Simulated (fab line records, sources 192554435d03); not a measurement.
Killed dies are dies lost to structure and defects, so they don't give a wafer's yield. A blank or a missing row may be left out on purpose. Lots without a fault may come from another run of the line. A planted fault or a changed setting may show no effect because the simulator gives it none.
Chamber matching | flow n5_finfet | N5_MOL_CONTACT_COAG_DESCUM_45 on rie_diel-04: 4 sister chambers
The step chemistry O2, time 7 s. 4 wafers are shown with their chamber, then 10 later ones without.

WAFERS WITH THEIR CHAMBER
wafer  | chamber | drypump_motor_current_A (A)
L087.3 | 1       | 5.3
L088.6 | 0       | 6.0
L090.2 | 2       | 6.3
L090.4 | 3       | 5.3

WAFERS WITHOUT THEIR CHAMBER
wafer  | drypump_motor_current_A (A)
L090.5 | 5.3
L091.1 | 5.3
L091.3 | 6.0
L091.4 | 6.3
L092.2 | 5.4
L092.3 | 5.3
L092.4 | 6.2
L095.1 | 5.4
L095.4 | 5.4
L095.6 | 6.2

WHICH CHAMBER EACH WENT THROUGH
wafer  | from the rows above     | in truth
L090.5 | can't be placed: 1 or 3 | 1
L091.1 | can't be placed: 1 or 3 | 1
L091.3 | 0                       | 0
L091.4 | 2                       | 2
L092.2 | can't be placed: 1 or 3 | 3
L092.3 | can't be placed: 1 or 3 | 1
L092.4 | can't be placed: 2 or 0 | 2
L095.1 | can't be placed: 1 or 3 | 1
L095.4 | can't be placed: 1 or 3 | 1
L095.6 | can't be placed: 2 or 0 | 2
Placed correctly: 2 of 10. Can't be placed from these rows: 8 (the true chamber is among the candidates in 8). Placed wrongly: 0.
How it was worked out, from the rows above alone: a wafer's distance from a chamber is the root of the sum, over the readings, of the square of ((its reading less the chamber's mean) divided by the reading's scatter). The wafer belongs to the nearest chamber; if the next one is less than 2 further off, it can't be placed. A chamber's mean is the mean of its shown wafers. The scatter: with one shown wafer a chamber, the root of the mean of the squares of how far each hidden wafer lies from its nearest shown one.
